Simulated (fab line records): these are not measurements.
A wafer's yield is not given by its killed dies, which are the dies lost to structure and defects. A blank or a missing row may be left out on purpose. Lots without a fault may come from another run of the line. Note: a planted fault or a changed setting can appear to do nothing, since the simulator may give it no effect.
Which tool was responsible? -- flow n5-finfet -- 24 lots, 72 wafers sampled, at 5 steps of a route of 1938

WHAT THE GAUGES READ, wafer by wafer
N5_BEOL_M9_CD_MEAS_11: target cd 64.1 nm. Usual: cd-nm at 64.3 nm, with a standard deviation of 0.62.
lot,measured,on,cd-nm (nm),flag
L074,day 9 20:54,cd-sem-03,64.5 64.0 65.0,
L076,day 9 21:04,cd-sem-03,64.2 63.2 64.4,
L075,day 10 12:04,cd-sem-02,64.6 63.9 64.7,
L077,day 10 12:37,cd-sem-02,63.6 64.3 64.3,
L078,day 11 00:53,cd-sem-01,65.2 64.4 64.6,
L079,day 11 01:12,cd-sem-03,64.5 64.2 64.3,
L080,day 11 21:03,cd-sem-03,64.0 64.5 65.1,
L082,day 11 20:53,cd-sem-03,65.2 65.1 65.6,
L083,day 11 21:13,cd-sem-03,64.8 64.8 64.6,
L085,day 12 02:30,cd-sem-01,63.6 64.6 64.1,
L081,day 12 02:54,cd-sem-03,65.0 64.6 64.7,
L084,day 12 23:11,cd-sem-02,64.0 63.6 64.2,
L086,day 13 15:01,cd-sem-02,63.2 63.4 63.7,
L088,day 13 20:01,cd-sem-01,64.4 65.1 64.9,
L089,day 13 20:20,cd-sem-02,64.7 64.1 64.6,
L087,day 13 20:11,cd-sem-03,64.0 64.2 63.9,
L090,day 14 02:33,cd-sem-02,63.3 63.5 63.5,
L091,day 14 05:20,cd-sem-01,64.4 64.5 64.8,
L092,day 14 22:57,cd-sem-02,64.5 63.4 64.5,
L094,day 14 23:09,cd-sem-01,64.2 63.9 64.6,
L093,day 14 23:19,cd-sem-03,63.5 63.7 64.3,
L095,day 15 07:51,cd-sem-03,65.6 64.9 64.7,
L096,day 15 23:44,cd-sem-02,63.7 64.6 64.3,
L097,day 16 11:54,cd-sem-01,63.8 63.7 63.9,

N5_BEOL_M9_OVL_MEAS_12. Usual: for M9_OVL the level is 0.1 nm and the standard deviation is 0.69.
lot,measured,on,M9_OVL (nm),flag
L074,day 9 20:56,overlay-02,-0.3 0.1 -0.1,
L076,day 9 21:06,overlay-02,-0.1 0.1 -0.4,
L075,day 10 12:05,overlay-01,-0.9 0.2 -1.3,
L077,day 10 12:39,overlay-02,0.0 0.5 0.0,
L078,day 11 00:55,overlay-01,0.4 0.5 0.6,
L079,day 11 01:14,overlay-02,0.4 -0.1 -0.3,
L080,day 11 21:05,overlay-02,-0.8 -0.6 0.8,
L082,day 11 20:55,overlay-01,-0.1 0.5 0.1,
L083,day 11 21:14,overlay-01,-0.8 0.6 0.0,
L085,day 12 02:32,overlay-02,-0.3 0.0 -0.1,
L081,day 12 02:56,overlay-01,1.5 1.5 0.8,
L084,day 12 23:13,overlay-02,0.6 2.1 0.1,
L086,day 13 15:03,overlay-01,0.5 -0.4 1.3,
L088,day 13 20:03,overlay-01,-0.1 -1.5 -0.4,
L089,day 13 20:22,overlay-01,0.4 1.0 -0.7,
L087,day 13 20:13,overlay-02,-0.5 0.4 -0.6,
L090,day 14 02:35,overlay-02,0.7 0.8 0.9,
L091,day 14 05:22,overlay-02,0.0 1.7 0.1,
L092,day 14 22:59,overlay-02,-0.6 0.3 -1.1,
L094,day 14 23:11,overlay-02,-0.1 0.4 -0.2,
L093,day 14 23:20,overlay-02,0.3 -1.0 -0.1,
L095,day 15 07:53,overlay-01,1.0 0.0 0.2,
L096,day 15 23:46,overlay-01,0.6 0.8 -0.5,
L097,day 16 11:56,overlay-01,0.8 1.4 0.4,

TOOL THAT RAN EACH LOT (tool first, then ch and the chambers of the sampled wafers, then the start)
lot,N5_BEOL_M8_CURE_75,N5_BEOL_M8_DEP_56,N5_BEOL_M9_PECVD_70
L074,"uv-cure-03 ch 2, day 9 16:07","pecvd-02 ch 1,2, day 9 18:38","pecvd-01 ch 0,2, day 9 19:24"
L076,"uv-cure-01 ch 2, day 9 16:25","pecvd-02 ch 0,1, day 9 18:52","pecvd-04 ch 0,1, day 9 19:41"
L075,"uv-cure-02 ch 2, day 10 04:40","pecvd-02 ch 1,2, day 10 07:01","pecvd-01 ch 0,2, day 10 08:14"
L077,"uv-cure-02 ch 1, day 10 06:36","pecvd-03 ch 0,1, day 10 10:10","pecvd-03 ch 1,2, day 10 10:55"
L078,"uv-cure-02 ch 1, day 10 19:27","pecvd-01 ch 0,1,2, day 10 21:37","pecvd-01 ch 0,1,2, day 10 23:05"
L079,"uv-cure-02 ch 1, day 10 19:54","pecvd-03 ch 0,1,2, day 10 22:29","pecvd-03 ch 0,1,2, day 10 23:15"
L080,"uv-cure-03 ch 1, day 11 14:08","pecvd-01 ch 0,1, day 11 17:41","pecvd-04 ch 0,1,2, day 11 18:55"
L082,"uv-cure-02 ch 1, day 11 14:11","pecvd-01 ch 0,1,2, day 11 17:58","pecvd-03 ch 0,1,2, day 11 18:43"
L083,"uv-cure-01 ch 2, day 11 15:16","pecvd-02 ch 0,2, day 11 18:16","pecvd-01 ch 0,1,2, day 11 19:02"
L085,"uv-cure-03 ch 1, day 11 20:31","pecvd-03 ch 1,2, day 11 22:58","pecvd-04 ch 0,1,2, day 11 23:44"
L081,"uv-cure-02 ch 0, day 11 22:26","pecvd-02 ch 0,2, day 12 00:16","pecvd-04 ch 1,2, day 12 01:04"
L084,"uv-cure-01 ch 2, day 12 17:40","pecvd-02 ch 1,2, day 12 20:23","pecvd-04 ch 0,2, day 12 21:08"
L086,"uv-cure-01 ch 0, day 13 11:17","pecvd-01 ch 1,2, day 13 13:41","pecvd-01 ch 1,2, day 13 14:26"
L088,"uv-cure-02 ch 2, day 13 11:40","pecvd-01 ch 0,2, day 13 14:00","pecvd-04 ch 0,1,2, day 13 14:55"
L089,"uv-cure-01 ch 0, day 13 11:49","pecvd-01 ch 0,1,2, day 13 15:19","pecvd-01 ch 1,2, day 13 16:35"
L087,"uv-cure-02 ch 2, day 13 11:58","pecvd-02 ch 0,1, day 13 15:19","pecvd-01 ch 1,2, day 13 16:05"
L090,"uv-cure-02 ch 0, day 13 20:11","pecvd-03 ch 0,1, day 13 23:46","pecvd-01 ch 0,1, day 14 01:00"
L091,"uv-cure-02 ch 2, day 13 23:17","pecvd-02 ch 0,1,2, day 14 02:17","pecvd-01 ch 1,2, day 14 03:39"
L092,"uv-cure-01 ch 2, day 14 16:59","pecvd-03 ch 1,2, day 14 19:55","pecvd-03 ch 0,2, day 14 20:40"
L094,"uv-cure-02 ch 1, day 14 17:26","pecvd-02 ch 1,2, day 14 20:07","pecvd-01 ch 1,2, day 14 20:52"
L093,"uv-cure-02 ch 0, day 14 19:14","pecvd-02 ch 0,1, day 14 21:08","pecvd-01 ch 0,2, day 14 21:54"
L095,"uv-cure-03 ch 1, day 15 02:38","pecvd-03 ch 0,1,2, day 15 05:07","pecvd-01 ch 0,1,2, day 15 05:52"
L096,"uv-cure-01 ch 0, day 15 19:05","pecvd-03 ch 0,1,2, day 15 22:25","pecvd-03 ch 0,1,2, day 15 23:11"
L097,"uv-cure-03 ch 1, day 16 05:05","pecvd-03 ch 0,1,2, day 16 08:43","pecvd-04 ch 0,2, day 16 09:28"
- N5_BEOL_M8_CURE_75: cures SiCOH lowk, time 120 s.
- N5_BEOL_M8_DEP_56: deposits SiCN from 3MS/NH3, target thk 10 nm, time 17.5 s.
- N5_BEOL_M9_PECVD_70: deposits SiO2 from TEOS/O2, target thk 20 nm, time 22.7 s.

AS READ BY THE TOOLS THEMSELVES (means over the sampled wafers that have a number; for cases with no such wafer, the mark the record gives instead)
N5_BEOL_M8_CURE_75. Usual: lamp-power-pct 52.31 %, standard deviation 0.053; wafer_temp_C_max 371.8, standard deviation 0.53.
lot,tool,lamp-power-pct (%),wafer_temp_C_max,flag
L074,uv-cure-03,52.33,371.6,
L076,uv-cure-01,52.36,371.5,
L075,uv-cure-02,52.30,372.2,
L077,uv-cure-02,52.30,371.3,
L078,uv-cure-02,52.33,371.3,
L079,uv-cure-02,52.36,371.2,
L080,uv-cure-03,52.28,371.5,
L082,uv-cure-02,52.33,371.5,
L083,uv-cure-01,52.33,372.2,
L085,uv-cure-03,52.35,371.8,
L081,uv-cure-02,52.35,372.3,
L084,uv-cure-01,52.32,372.0,
L086,uv-cure-01,52.32,372.7,
L088,uv-cure-02,52.39,371.9,
L089,uv-cure-01,52.30,372.6,
L087,uv-cure-02,52.31,372.2,
L090,uv-cure-02,52.28,372.1,
L091,uv-cure-02,52.27,371.4,
L092,uv-cure-01,52.32,371.5,
L094,uv-cure-02,52.35,371.5,
L093,uv-cure-02,52.30,372.0,
L095,uv-cure-03,52.37,371.8,
L096,uv-cure-01,52.35,372.2,
L097,uv-cure-03,52.30,371.7,

N5_BEOL_M8_DEP_56. Usual: showerhead-plenum-p-Torr 3.664 Torr, standard deviation 0.012; throttle-valve-pct 9.2 %, standard deviation 0.59.
lot,tool,showerhead-plenum-p-Torr (Torr),throttle-valve-pct (%),flag
L074,pecvd-02,3.669,9.6,
L076,pecvd-02,3.664,9.7,
L075,pecvd-02,3.662,9.7,
L077,pecvd-03,3.655,8.7,
L078,pecvd-01,3.669,9.2,
L079,pecvd-03,3.659,8.7,
L080,pecvd-01,3.676,9.1,
L082,pecvd-01,3.665,9.2,
L083,pecvd-02,3.669,9.5,
L085,pecvd-03,3.662,8.3,
L081,pecvd-02,3.672,9.5,
L084,pecvd-02,3.661,9.6,
L086,pecvd-01,3.665,9.0,
L088,pecvd-01,3.654,8.5,
L089,pecvd-01,3.673,9.1,
L087,pecvd-02,3.661,9.5,
L090,pecvd-03,3.654,8.8,
L091,pecvd-02,3.664,9.8,
L092,pecvd-03,3.665,8.7,
L094,pecvd-02,3.664,9.5,
L093,pecvd-02,3.664,9.6,
L095,pecvd-03,3.659,8.9,
L096,pecvd-03,3.661,8.9,
L097,pecvd-03,3.658,8.8,

N5_BEOL_M9_PECVD_70. Usual: heater-power-w 751 W, standard deviation 110; showerhead-plenum-p-Torr 8.79 Torr, standard deviation 0.071; throttle-valve-pct 22.4 %, standard deviation 2.
lot,tool,heater-power-w (W),showerhead-plenum-p-Torr (Torr),throttle-valve-pct (%),flag
L074,pecvd-01,858,8.74,20.9,
L076,pecvd-04,701,8.85,22.4,
L075,pecvd-01,926,8.78,21.1,
L077,pecvd-03,696,8.76,21.1,
L078,pecvd-01,833,8.80,22.6,
L079,pecvd-03,726,8.76,21.4,
L080,pecvd-04,621,8.79,22.5,
L082,pecvd-03,769,8.76,21.7,
L083,pecvd-01,803,8.80,22.6,
L085,pecvd-04,704,8.79,22.5,
L081,pecvd-04,635,8.73,22.6,
L084,pecvd-04,586,8.80,21.1,
L086,pecvd-01,720,8.83,24.0,
L088,pecvd-04,685,8.79,22.6,
L089,pecvd-01,817,8.78,22.6,
L087,pecvd-01,730,8.81,24.0,
L090,pecvd-01,838,8.83,22.8,
L091,pecvd-01,716,8.82,24.1,
L092,pecvd-03,623,8.78,21.9,
L094,pecvd-01,777,8.77,22.6,
L093,pecvd-01,825,8.74,21.1,
L095,pecvd-01,841,8.81,22.7,
L096,pecvd-03,735,8.77,21.7,
L097,pecvd-04,566,8.79,21.2,

THE ANSWER, worked out from the rows above alone
Rule: a lot counts as off when the mean over its wafers that have a number is more than 3 standard deviations away from the usual mean. Also off: a lot with no number at a reading for which 4 or more lots have one. Any other lot the step has rows for is counted as sound. First the gauges in route order, then the tools' own readings, where a lot's mean is used as printed above. The first step at which some lot is off is used, and at that step the reading that is off furthest; a lot without a number counts as furthest.
Nothing can be told from this: no lot is off at any reading shown.

WHAT WAS PUT IN BY THE SIMULATOR
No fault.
